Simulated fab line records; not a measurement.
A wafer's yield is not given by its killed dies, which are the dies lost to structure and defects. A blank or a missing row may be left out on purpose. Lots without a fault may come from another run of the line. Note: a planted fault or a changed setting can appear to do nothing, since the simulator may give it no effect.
What tool caused it? / flow n5-finfet / Sampling: 6 lots, 18 wafers, 2 of 1938 route steps

== WHAT EACH GAUGE READ, for each wafer ==
N5_PASSIVATION_CD_MEAS_30: the cd target is 4000 nm.
lot=L390; measured=day 11 18:18; on=cd-sem-02; cd-nm (nm)=4000.0 3999.3 4002.9
lot=L391; measured=day 12 18:33; on=cd-sem-02; cd-nm (nm)=4000.3 4001.8 3996.1
lot=L396; measured=day 13 22:12; on=cd-sem-01; cd-nm (nm)=3997.1 3998.2 4002.6
lot=L398; measured=day 14 11:58; on=cd-sem-02; cd-nm (nm)=4001.5 4001.6 3999.1
lot=L402; measured=day 15 05:36; on=cd-sem-02; cd-nm (nm)=3998.4 4002.0 4003.5
lot=L406; measured=day 17 04:02; on=cd-sem-03; cd-nm (nm)=3998.9 3998.3 3999.9

== WHICH TOOL RAN EACH LOT (tool, then ch and the chambers of the sampled wafers, then the start) ==
lot=L390; N5_BEOL_M3_SPUTTER_86=pvd-sputter-02, day 7 14:16
lot=L391; N5_BEOL_M3_SPUTTER_86=pvd-sputter-03, day 7 22:29
lot=L396; N5_BEOL_M3_SPUTTER_86=pvd-sputter-01, day 9 04:07
lot=L398; N5_BEOL_M3_SPUTTER_86=pvd-sputter-02, day 9 16:53
lot=L402; N5_BEOL_M3_SPUTTER_86=pvd-sputter-02, day 10 17:56
lot=L406; N5_BEOL_M3_SPUTTER_86=pvd-sputter-02, day 12 13:04
- N5_BEOL_M3_SPUTTER_86: material Cu, target thk 4.5 nm, time 8.29 s.

== THE ANSWER, worked out from the rows above alone ==
Rule: usual is defined by the lots themselves. Put in order of their means at a reading, lots are off if they are a third of the lots or fewer, leave a main group of 4 or more, and stand apart from it by a gap of 3 or more times the standard deviation of the main group's means; of several such gaps the widest counts. If all means in a main group match to the digits the tables above print for the reading, that group is not used. A lot without any number at a reading at which 4 lots or more have one is off too. Any other lot the step has rows for is counted as sound.
None of the lots is off at any reading shown; this tells nothing.

== WHAT THE SIMULATOR HAD PUT IN ==
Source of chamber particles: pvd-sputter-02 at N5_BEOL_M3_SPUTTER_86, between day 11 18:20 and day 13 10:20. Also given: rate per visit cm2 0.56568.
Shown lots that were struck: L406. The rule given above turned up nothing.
